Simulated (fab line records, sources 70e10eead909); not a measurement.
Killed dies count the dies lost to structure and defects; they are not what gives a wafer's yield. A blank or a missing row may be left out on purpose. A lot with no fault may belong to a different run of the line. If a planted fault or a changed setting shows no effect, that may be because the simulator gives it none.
fab line records    flow nand_harc
[record] lots = 12  wafers = 36  last_day = 32
route steps=1302 shown P_BONDPAD@376 THIN_TSV@1276 END@1302
lots untouched by any fault: they come from a run of this same line in which no faults occurred
start_h: hours from the record's opening day to when the first of the lot's shown wafers began    wait_h: time in hours since the lot's previous step    " repeats the value in the row above    L1.1+2: several wafers, shown together as one row    - value missing, or start not given    * or withheld: withheld    < > ~ a bound
route shown NAME@n: names a module that has steps shown in the file, with the first one's number in the route    usual: the fault-free wafers' mean and standard deviation    same: alike in all rows    chamber/n: place in a boat    sites: the reading at each site    _std_site: the values' standard deviation    _edge_site: mean of outer sites minus mean of inner sites    radius_mm: for every site, how far away it sits from the centre of the wafer    mask NAME#n: copy n    behind: tool/chamber where the wafer was last shaped    hold: cause of the lot's hold/its duration in hours/its outcome    device: the transistor (n, p or np) that didn't switch    end of line: the same wafers' tests at the end of the route    a step given without rows: its recipe and nothing more    killed: count of dies lost to structure and defects at first sort (not the wafer's yield)    map: a wafer's dies, marking killed ones x, the rest . and places with no die _
set.NAME: setting as actually run; set.NAME@STEP: the setting as run at that earlier step    model.NAME: the simulator's own value behind a step, which no gauge read
route steps across a sampled set of lots; one table per step, one row per wafer
services: when a tool's chamber went out of use (start_h, in hours from the record's first day, below 0 if earlier), for how many hours, and the reason
[[steps]]
[step NHARC_P_BONDPAD_PVD_17]
[recipe] target_thk_a = 50  bias_v = 168.6  power_w = 15000  chamber_pressure_pa = 0.12  time_s = 8.06  substrate_temp_c = 50  material = TaN
[usual] throttle_valve_pct = 29.9/1.2
lot.wafer  tool            chamber  start_h  wait_h  throttle_valve_pct
L970.4     pvd_sputter-01  -        130.09   -       28.7
L970.5     "               -        "        "       30.5
L970.6     "               -        "        "       30.1
L972.1     pvd_sputter-01  -        156.40   -       30.2
L972.2     "               -        "        "       31.3
L972.5     "               -        "        "       30.5
L973.1     pvd_sputter-03  -        160.34   -       30.5
L973.4     "               -        "        "       30.4
L973.6     "               -        "        "       30.3
L974.1     pvd_sputter-01  -        178.44   0.1     28.7
L974.3     "               -        "        "       31.0
L974.6     "               -        "        "       31.4
L977.3     pvd_sputter-02  -        199.86   -       30.8
L977.1     "               -        "        "       29.4
L977.5     "               -        "        "       30.1
L979.1     pvd_sputter-03  -        221.53   -       30.0
L979.2     "               -        "        "       27.9
L979.4     "               -        "        "       30.2
L981.3     pvd_sputter-01  -        243.75   -       30.4
L981.6     "               -        "        "       30.5
L981.5     "               -        "        "       31.9
L982.2     pvd_sputter-01  -        261.38   -       31.7
L982.5     "               -        "        "       30.6
L982.6     "               -        "        "       31.9
L983.1     pvd_sputter-02  -        266.85   -       27.5
L983.6     "               -        "        "       29.3
L983.5     "               -        "        "       30.7
L984.3     pvd_sputter-03  -        284.16   -       30.3
L984.5     "               -        "        "       28.0
L984.6     "               -        "        "       30.3
L988.3     pvd_sputter-03  -        317.91   -       27.7
L988.4     "               -        "        "       30.1
L988.2     "               -        "        "       29.7
L991.3     pvd_sputter-03  -        339.83   -       29.9
L991.1     "               -        "        "       27.8
L991.6     "               -        "        "       27.6
[step NHARC_THIN_TSV_CMP_21]
[recipe] t_overpolish_s = 30  target_thk_nm = 2000
[usual] motor_current_A = 12.2/0.85  overpolish_run_s = 29.999/0.0096
lot.wafer  tool    chamber  start_h  wait_h  motor_current_A  overpolish_run_s
L970.4     cmp-03  1        546.12   -       12.4             29.997
L970.5     "       1        "        "       13.1             29.999
L970.6     "       2        "        "       11.6             30.000
L972.2     cmp-03  0        561.11   -       12.7             30.006
L972.1     "       2        "        "       11.4             30.005
L972.5     "       0        "        "       13.2             30.004
L974.3     cmp-02  0        574.23   -       12.8             29.997
L974.1     "       1        "        "       12.1             30.012
L974.6     "       2        "        "       11.7             30.007
L973.1     cmp-01  0        582.22   -       11.7             30.001
L973.4     "       2        "        "       11.1             30.017
L973.6     "       3        "        "       11.3             30.006
L977.3     cmp-03  0        595.10   -       12.7             30.006
L977.1     "       1        "        "       12.2             30.006
L977.5     "       1        "        "       12.6             29.992
L979.2     cmp-02  3        625.83   -       14.1             30.004
L979.1     "       0        "        "       13.1             29.986
L979.4     "       1        "        "       12.5             30.012
L981.3     cmp-02  2        648.38   -       10.9             30.012
L981.5     "       1        "        "       12.5             29.978
L981.6     "       2        "        "       11.8             29.989
L982.2     cmp-01  3        677.47   -       11.4             30.006
L982.6     "       2        "        "       11.3             30.007
L982.5     "       3        "        "       12.7             30.002
L983.1     cmp-01  3        678.71   -       11.5             29.997
L983.6     "       1        "        "       11.5             29.979
L983.5     "       2        "        "       11.0             29.999
L984.3     cmp-01  0        692.70   -       11.9             30.006
L984.6     "       2        "        "       10.8             30.010
L984.5     "       3        "        "       11.4             29.992
L988.2     cmp-01  3        720.24   -       11.9             29.992
L988.4     "       0        "        "       11.8             30.009
L988.3     "       1        "        "       11.6             30.000
L991.1     cmp-01  0        750.81   -       12.9             29.985
L991.3     "       3        "        "       12.0             29.985
L991.6     "       1        "        "       12.3             30.008
[step NHARC_THIN_TSV_DEGAS_53]
[recipe] temp_c = 300  time_s = 60
[usual] heater_power_w = 469/52
lot.wafer  tool            chamber  start_h  wait_h  heater_power_w
L970.4     pvd_sputter-01  -        546.58   0.1     449
L970.6     "               -        "        "       569
L970.5     "               -        "        "       448
L972.1     pvd_sputter-01  -        561.54   0.1     558
L972.2     "               -        "        "       445
L972.5     "               -        "        "       441
L974.1     pvd_sputter-03  -        574.62   0.1     505
L974.3     "               -        "        "       444
L974.6     "               -        "        "       455
L973.1     pvd_sputter-03  -        582.67   0.1     446
L973.4     "               -        "        "       425
L973.6     "               -        "        "       508
L977.1     pvd_sputter-03  -        595.56   0.1     509
L977.3     "               -        "        "       430
L977.5     "               -        "        "       506
L979.2     pvd_sputter-01  -        626.26   0.1     537
L979.1     "               -        "        "       574
L979.4     "               -        "        "       448
L981.3     pvd_sputter-03  -        648.81   0.1     450
L981.5     "               -        "        "       440
L981.6     "               -        "        "       438
L982.2     pvd_sputter-01  -        677.90   0.1     492
L982.5     "               -        "        "       501
L982.6     "               -        "        "       512
L983.1     pvd_sputter-02  -        679.13   0.1     407
L983.5     "               -        "        "       463
L983.6     "               -        "        "       397
L984.3     pvd_sputter-02  -        693.12   0.1     414
L984.5     "               -        "        "       460
L984.6     "               -        "        "       390
L988.2     pvd_sputter-01  -        720.67   0.1     524
L988.4     "               -        "        "       604
L988.3     "               -        "        "       456
L991.3     pvd_sputter-01  -        751.28   0.1     480
L991.1     "               -        "        "       529
L991.6     "               -        "        "       582
[step NHARC_THIN_TSV_DESCUM_35]
[recipe] time_s = 3  o2_flow_sccm = 200  ar_flow_sccm = 0  bias_power_w = 0  chemistry = O2
[usual] drypump_motor_current_A = 5.6/0.49  mfc_ar_sccm = 0.008/0.01  oes_product_au = 0.997/0.01  rf_vpp_V = 57.6/0.84  showerhead_plenum_p_Torr = 1.86/0.088  throttle_valve_pct = 11.311/0.0087
lot.wafer  tool         chamber  start_h  wait_h  drypump_motor_current_A  mfc_ar_sccm  oes_product_au  rf_hours_counter_h  rf_vpp_V  showerhead_plenum_p_Torr  throttle_valve_pct
L970.4     rie_diel-11  2        547.89   -       6.3                      0            0.991           6.9                 55.6      1.84                      11.300
L970.6     "            1        "        "       5.6                      0.005        0.992           -                   58.0      1.91                      11.308
L970.5     "            2        "        "       6.3                      0            1.000           -                   56.9      1.84                      11.312
L972.2     rie_diel-11  2        562.84   -       6.3                      0            0.996           7.8                 57.5      1.84                      11.310
L972.1     "            1        "        "       5.6                      0.005        0.996           8.5                 56.3      1.91                      11.317
L972.5     "            3        "        "       4.9                      0.022        0.993           -                   56.5      1.81                      11.307
L974.3     rie_diel-12  3        575.93   -       6.0                      0            0.991           3.9                 58.3      1.81                      11.310
L974.1     "            1        "        "       5.2                      0.016        0.985           4.8                 57.7      2.04                      11.306
L974.6     "            3        "        "       6.0                      0            0.985           -                   57.1      1.81                      11.298
L973.1     rie_diel-11  3        583.95   -       4.9                      0.022        0.995           8.1                 56.6      1.81                      11.316
L973.4     "            1        "        "       5.6                      0.005        0.973           9.3                 58.0      1.91                      11.306
L973.6     "            0        "        "       5.9                      0.005        0.999           -                   56.8      1.80                      11.308
L977.1     rie_diel-11  3        596.87   -       4.9                      0.022        0.983           9.2                 58.1      1.81                      11.326
L977.3     "            2        "        "       6.3                      0            1.005           8.9                 56.7      1.84                      11.324
L977.5     "            0        "        "       5.9                      0.005        0.989           -                   57.2      1.81                      11.309
L979.2     rie_diel-09  2        627.51   -       6.3                      0            1.008           7.6                 58.5      2.00                      11.313
L979.4     "            3        "        "       5.0                      0.035        0.991           9.0                 56.1      1.78                      11.294
L979.1     "            1        "        "       4.7                      0            0.990           8.2                 58.7      1.78                      11.299
L981.3     rie_diel-12  1        650.14   -       5.2                      0.016        0.978           1.6                 58.1      2.04                      11.319
L981.6     "            3        "        "       6.0                      0            1.001           -                   57.0      1.81                      11.311
L981.5     "            0        "        "       5.7                      0.004        1.015           -                   58.2      1.79                      11.320
L982.2     rie_diel-11  3        679.24   -       4.9                      0.022        0.998           4.8                 58.4      1.81                      11.306
L982.5     "            0        "        "       5.9                      0.005        0.990           -                   57.8      1.80                      11.297
L982.6     "            1        "        "       5.6                      0.005        0.978           -                   57.9      1.91                      11.317
L983.1     rie_diel-11  0        680.42   -       6.0                      0.005        1.014           3.3                 56.5      1.80                      11.321
L983.6     "            3        "        "       4.9                      0.022        0.997           -                   58.4      1.81                      11.310
L983.5     "            0        "        "       5.9                      0.005        1.006           -                   58.0      1.80                      11.316
L984.3     rie_diel-12  2        694.29   -       6.0                      0            1.003           3.1                 57.8      1.97                      11.314
L984.6     "            1        "        "       5.2                      0.016        0.979           -                   56.8      2.04                      11.320
L984.5     "            2        "        "       6.0                      0            0.995           -                   58.0      1.97                      11.328
L988.4     rie_diel-12  3        721.98   -       6.0                      0            1.003           4.3                 57.0      1.81                      11.312
L988.3     "            0        "        "       5.7                      0.004        1.030           3.4                 57.7      1.79                      11.325
L988.2     "            2        "        "       6.0                      0            1.002           4.2                 57.8      1.97                      11.309
L991.3     rie_diel-12  0        752.44   -       5.6                      0.004        1.021           5.3                 57.6      1.79                      11.323
L991.1     "            2        "        "       6.0                      0            1.012           5.4                 58.7      1.97                      11.307
L991.6     "            0        "        "       5.6                      0.004        1.014           -                   58.4      1.79                      11.314
[step NHARC_END_SORT_01]
[recipe] temp_c = 25
[usual] defect_limited_yield = 91.6/2.8  killed_at_array = 52/18  killed_at_other = 0.6/0.83  killed_at_periphery = 4.3/2.8  killed_dies = 57/19  killed_open = 3.4/2  killed_short = 2.5/1.7  sort_bin_2_pct = 3.0/1.1  sort_bin_3_pct = 0.6/0.41  sort_bin_4_pct = 4.7/1.6  sort_n_pass = 620/19  sort_rim_yield_pct = 91/3.7  sort_yield_pct = 91.6/2.8
[same] gross_dies = 677  sort_bin_5_pct[%] = 0  sort_bin_6_pct[%] = 0  sort_bin_7_pct[%] = 0  sort_bin_8_pct[%] = 0  sort_rim_n_gross = 106.00
lot.wafer  tool       chamber  start_h  wait_h  defect_limited_yield[%]  killed_at_array  killed_at_other  killed_at_periphery  killed_dies  killed_open  killed_short  sort_bin_2_pct[%]  sort_bin_3_pct[%]  sort_bin_4_pct[%]  sort_n_pass  sort_rim_yield_pct[%]  sort_yield_pct[%]
L983.1     prober-02  0        688.22   2.5     95.1                     29               1                3                    33           5            4             1.3                0.1                3.4                644          92                     95.1
L983.5     prober-02  0        691.41   3.7     97.2                     18               0                1                    19           1            2             1.5                0.1                1.2                658          92                     97.2
L983.6     prober-02  0        692.21   4.0     96.0                     26               0                1                    27           3            0             1.2                0.4                2.4                650          92                     96.0
L984.3     prober-02  0        704.90   3.1     90.8                     58               1                3                    62           0            1             3.5                1.0                4.6                615          92                     90.8
L984.5     prober-02  0        706.50   3.7     88.6                     74               1                2                    77           4            3             4.0                1.5                5.9                600          91                     88.6
L984.6     prober-02  0        707.31   4.0     89.4                     70               0                2                    72           5            1             4.6                0.9                5.2                605          94                     89.4
L988.2     prober-01  0        732.12   2.8     86.1                     63               0                31                   94           8            2             8.1                0.7                5.0                583          86                     86.1
L988.3     prober-01  0        732.93   3.1     87.9                     72               1                9                    82           4            0             4.0                0.6                7.5                595          89                     87.9
L988.4     prober-01  0        733.75   3.5     88.9                     70               0                5                    75           4            0             3.8                0.9                6.4                602          91                     88.9
L991.1     prober-01  0        765.28   2.5     92.5                     46               2                3                    51           1            5             3.0                1.0                3.5                626          81                     92.5
L991.3     prober-01  0        766.87   3.1     89.1                     42               0                32                   74           2            2             6.8                0.4                3.7                603          82                     89.1
L991.6     prober-01  0        769.25   4.0     91.9                     49               0                6                    55           3            2             2.8                0.7                4.6                622          87                     91.9
// killed by level:class
L983.1 A_CHANNEL_HOLE_D2:chamber_film_flake=12 A_CHANNEL_HOLE_D1:chamber_film_flake=4 A_STAIRCASE:chamber_film_flake=3 A_SLIT:chamber_film_flake=3 A_CHANNEL_FILL_D1:geometric_particle:short=2 P_GATE:geometric_particle:short=1 P_CONTACT:geometric_particle:open=1 P_M0:geometric_particle:open=1
L983.5 A_CHANNEL_HOLE_D2:chamber_film_flake=10 A_CHANNEL_HOLE_D1:chamber_film_flake=2 A_CHANNEL_HOLE_D2:geometric_particle:short=1 A_CHANNEL_FILL_D2:geometric_particle:short=1 A_WL_FILL:geometric_particle:open=1 P_M0:chamber_film_flake=1 A_CHANNEL_FILL_D1:chamber_film_flake=1 A_STAIRCASE:chamber_film_flake=1
L983.6 A_CHANNEL_HOLE_D2:chamber_film_flake=6 A_CHANNEL_HOLE_D1:chamber_film_flake=4 A_SLIT:chamber_film_flake=4 A_CHANNEL_FILL_D1:chamber_film_flake=3 A_STAIRCASE:chamber_film_flake=3 A_CONTACT:chamber_film_flake=2 P_M0:geometric_particle:open=1 A_CONTACT:geometric_particle:open=1
L984.3 A_CHANNEL_HOLE_D1:chamber_film_flake=36 A_CHANNEL_HOLE_D2:chamber_film_flake=9 A_CONTACT:chamber_film_flake=8 P_M2:chamber_film_flake=3 A_STAIRCASE:chamber_film_flake=2 A_SLIT:chamber_film_flake=2 A_ONON_D2:geometric_particle:short=1 THIN_TSV:chamber_film_flake=1
L984.5 A_CHANNEL_HOLE_D1:chamber_film_flake=32 A_CHANNEL_HOLE_D2:chamber_film_flake=17 A_CONTACT:chamber_film_flake=7 A_SLIT:chamber_film_flake=5 A_STAIRCASE:chamber_film_flake=3 P_M2:chamber_film_flake=2 A_ZERO_WELL:chamber_film_flake=2 A_CHANNEL_HOLE_D1:geometric_particle:short=1
L984.6 A_CHANNEL_HOLE_D1:chamber_film_flake=37 A_CHANNEL_HOLE_D2:chamber_film_flake=13 A_CONTACT:chamber_film_flake=7 A_ONON_D1:geometric_particle:open=2 A_ZERO_WELL:chamber_film_flake=2 A_SLIT:chamber_film_flake=2 A_ONON_D2:geometric_particle:open=1 A_CHANNEL_FILL_D2:geometric_particle:open=1
L988.2 A_CHANNEL_HOLE_D1:chamber_film_flake=27 P_BONDPAD:area_pvd=22 A_SLIT:chamber_film_flake=17 A_CONTACT:chamber_film_flake=6 A_STAIRCASE:chamber_film_flake=5 P_ZERO_WELL:chamber_film_flake=3 P_CONTACT:chamber_film_flake=2 P_CONTACT:geometric_particle:open=1
L988.3 A_CHANNEL_HOLE_D1:chamber_film_flake=35 A_SLIT:chamber_film_flake=18 A_STAIRCASE:chamber_film_flake=11 P_CONTACT:chamber_film_flake=6 A_WL_FILL:chamber_film_flake=3 P_GATE:geometric_particle:open=2 A_CONTACT:chamber_film_flake=2 A_ONON_D1:geometric_particle:open=1
L988.4 A_CHANNEL_HOLE_D1:chamber_film_flake=31 A_SLIT:chamber_film_flake=22 A_STAIRCASE:chamber_film_flake=10 A_CONTACT:chamber_film_flake=5 P_M0:geometric_particle:open=2 P_CONTACT:geometric_particle:open=1 A_ONON_D2:geometric_particle:open=1 P_ZERO_WELL:chamber_film_flake=1
L991.1 A_SLIT:chamber_film_flake=17 A_CHANNEL_HOLE_D1:chamber_film_flake=8 A_STAIRCASE:chamber_film_flake=5 A_M1:chamber_film_flake=4 A_SGD_CUT:chamber_film_flake=3 A_CHANNEL_HOLE_D2:chamber_film_flake=2 P_M0:geometric_particle:open=1 A_ONON_D1:geometric_particle:short=1
L991.3 P_BONDPAD:area_pvd=22 A_SLIT:chamber_film_flake=17 A_STAIRCASE:chamber_film_flake=11 P_M1:chamber_film_flake=5 A_CHANNEL_HOLE_D1:chamber_film_flake=4 A_M1:chamber_film_flake=3 P_STI:chamber_film_flake=2 A_SGD_CUT:chamber_film_flake=2
L991.6 A_SLIT:chamber_film_flake=14 A_STAIRCASE:chamber_film_flake=9 A_CHANNEL_HOLE_D1:chamber_film_flake=8 P_M1:chamber_film_flake=5 A_M1:chamber_film_flake=5 A_WL_FILL:chamber_film_flake=3 A_CONTACT:chamber_film_flake=3 A_BLC:geometric_particle:open=2
[[services]]
tool            chamber  start_h  hours  kind
cmp-01          -        118.30   0.3    repair
pvd_sputter-03  -        183.25   10.0   pm
cmp-01          -        185.56   4.0    pm
cmp-01          -        192.89   1.1    repair
cmp-01          -        203.82   74.2   repair
pvd_sputter-01  -        209.65   0.5    repair
pvd_sputter-01  -        226.00   10.0   pm
rie_diel-11     1        234.94   5.4    repair
rie_diel-11     -        255.50   9.0    pm
rie_diel-11     1        275.85   8.7    repair
pvd_sputter-01  -        356.69   1.9    repair
pvd_sputter-03  -        361.25   10.0   pm
pvd_sputter-01  -        404.00   10.0   pm
pvd_sputter-03  -        449.71   1.2    repair
pvd_sputter-01  -        531.38   3.2    repair
pvd_sputter-03  -        539.25   10.0   pm
pvd_sputter-01  -        582.00   10.0   pm
pvd_sputter-01  -        649.41   1.6    repair
pvd_sputter-03  -        664.65   2.6    repair
pvd_sputter-01  -        673.64   2.6    repair
pvd_sputter-03  -        689.49   1.0    repair
pvd_sputter-03  -        707.48   2.2    repair
pvd_sputter-03  -        717.25   10.0   pm
pvd_sputter-01  -        736.19   0.5    repair
[[key]]
[first_sign] step = NHARC_END_SORT_01  reading = killed_at_periphery  direction = up  sigmas = 9.6  usual = 4.3  struck = 31.5
[effect] step = NHARC_END_SORT_01  reading = sort_bin_2_pct  direction = up  sigmas = 3.9  usual = 3.0  struck = 7.5
met_at NHARC_P_BONDPAD_PVD_17
struck_lots L988,L991
struck_wafers L988.2,L991.3
not_acting_at NHARC_THIN_TSV_CMP_21,NHARC_THIN_TSV_DEGAS_53,NHARC_THIN_TSV_DESCUM_35
onset_between 221.53 317.91
[fault] kind = process_parameter_drift  tool = pvd_sputter-03  chamber = -  onset_h = 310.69  steps = NHARC_P_BONDPAD_PVD_17  channel = target_thk_a  offset = *  shape = step  end_h = 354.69  acts_in = *  stated = *  scope = struck_wafers_only
